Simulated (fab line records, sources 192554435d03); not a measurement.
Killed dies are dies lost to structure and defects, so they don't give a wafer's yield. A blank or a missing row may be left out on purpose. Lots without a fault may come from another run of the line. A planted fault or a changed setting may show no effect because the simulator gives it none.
Split-lot experiment | flow n5_finfet | 7 lots, 21 wafers read, on a route of 1938 steps

THE SPLIT
At N5_BEOL_M11_VIA_ETCH_34 (etches SiCOH lowk in C4F6/O2, target depth 184.5 nm, time 69.2 s), the setting time_s was moved away from the recipe's 69.2 s on 5 of the 21 wafers read, by -10.2% to +21.6%. The other wafers ran this setting at the recipe's value.

The reading is taken at the split's own step.

THE READING
SOC_of_BEOL_M11_COAT_63.thk_nm (the simulator's own value, which no gauge read), in nm, at N5_BEOL_M11_VIA_ETCH_34 (etches SiCOH lowk in C4F6/O2, target depth 184.5 nm, time 69.2 s). The file gives no usual value for it. The 16 wafers here that ran the recipe average 92.0 nm, standard deviation 0.24 nm.

wafer  | tool, chamber at the split | time_s as run, s | against the recipe | SOC_of_BEOL_M11_COAT_63.thk_nm, nm | against lot-mates on the recipe
L075.1 | rie_diel-04, 0             | 69.2             | recipe             | 91.6                               | -
L075.2 | rie_diel-04, 3             | 69.2             | recipe             | 92.2                               | -
L075.5 | rie_diel-04, 2             | 69.2             | recipe             | 92                                 | -
L080.1 | rie_diel-01, 1             | 69.2             | recipe             | 91.8                               | -
L080.3 | rie_diel-01, 2             | 62.14            | -10.2%             | 92.4                               | +0.6
L080.4 | rie_diel-01, 3             | 62.14            | -10.2%             | 92.6                               | +0.8
L086.2 | rie_diel-01, 1             | 69.2             | recipe             | 92.2                               | -
L086.3 | rie_diel-01, 3             | 69.2             | recipe             | 92.4                               | -
L086.4 | rie_diel-01, 2             | 69.2             | recipe             | 92.2                               | -
L087.1 | rie_diel-01, 0             | 69.2             | recipe             | 92                                 | -
L087.3 | rie_diel-01, 3             | 69.2             | recipe             | 92                                 | -
L087.5 | rie_diel-01, 0             | 82.55            | +19.3%             | 90.4                               | -1.6
L093.1 | rie_diel-04, 1             | 69.2             | recipe             | 92                                 | -
L093.4 | rie_diel-04, 2             | 69.2             | recipe             | 91.8                               | -
L093.6 | rie_diel-04, 2             | 69.2             | recipe             | 92.2                               | -
L095.1 | rie_diel-01, 1             | 69.2             | recipe             | 91.6                               | -
L095.4 | rie_diel-01, 1             | 69.2             | recipe             | 91.6                               | -
L095.6 | rie_diel-01, 0             | 69.2             | recipe             | 91.8                               | -
L097.1 | rie_diel-01, 1             | 69.2             | recipe             | 92.2                               | -
L097.4 | rie_diel-01, 3             | 84.12            | +21.6%             | 91                                 | -1.2
L097.5 | rie_diel-01, 1             | 84.12            | +21.6%             | 90.2                               | -2.0

THE FIT
A straight line over all 21 wafers: SOC_of_BEOL_M11_COAT_63.thk_nm changes by -0.0658 nm for each +1% of time_s; r = -0.90; the points scatter about the line by 0.27 nm.
The same after taking each lot's own level away (the mean of its wafers on the recipe; 21 wafers): -0.0753 nm for each +1%; r = -0.96; scatter 0.19 nm.
On that fit, the largest move of time_s shifts the reading by 1.6 nm.
The lots' own levels span 91.67 to 92.27 nm, that is 2.5 times the standard deviation above.
So the lot-to-lot level changes the slope: the two fits differ.
Check: with one of the wafers moved furthest among these (+21.6%) left out of the fit, the line predicts -1.83 nm for it against its lot-mates. It came out at -1.2 nm against them.

OTHER SPLITS ON THESE WAFERS
These wafers also went through other splits before the reading. Each is held against what the fit with the lots' levels taken away leaves over:
other split on the same wafers      | wafers away from the commonest value | r with SOC_of_BEOL_M11_COAT_63.thk_nm (lot level and that fit taken away)
N5_BEOL_M8_COAT_22 spin_rpm         | 8                                    | -0.21
N5_BEOL_M9_ETCH_66 time_s           | 10                                   | -0.11
N5_BEOL_M10_PEB_26 peb_time_s       | 10                                   | -0.15
N5_BEOL_M10_TRENCH_ETCH_37 source_w | 7                                    | +0.12

THE WHOLE CHAIN: every reading that the file lists as answering this split, in the file's order
step                    | what it does                                                     | reading                                                                         | change (the file's fit)               | r (the file's)
N5_BEOL_M11_VIA_ETCH_34 | etches SiCOH lowk in C4F6/O2, target depth 184.5 nm, time 69.2 s | etch.depth_nm (the simulator's own value, which no gauge read)                  | +1.78 nm for each +1% of the setting  | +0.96
N5_BEOL_M11_VIA_ETCH_34 | etches SiCOH lowk in C4F6/O2, target depth 184.5 nm, time 69.2 s | SOC_of_BEOL_M11_COAT_63.thk_nm (the simulator's own value, which no gauge read) | -0.077 nm for each +1% of the setting | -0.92

THE FILE'S OWN FIT
SOC_of_BEOL_M11_COAT_63.thk_nm changes by -0.077 nm for each +1% of time_s, r = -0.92.
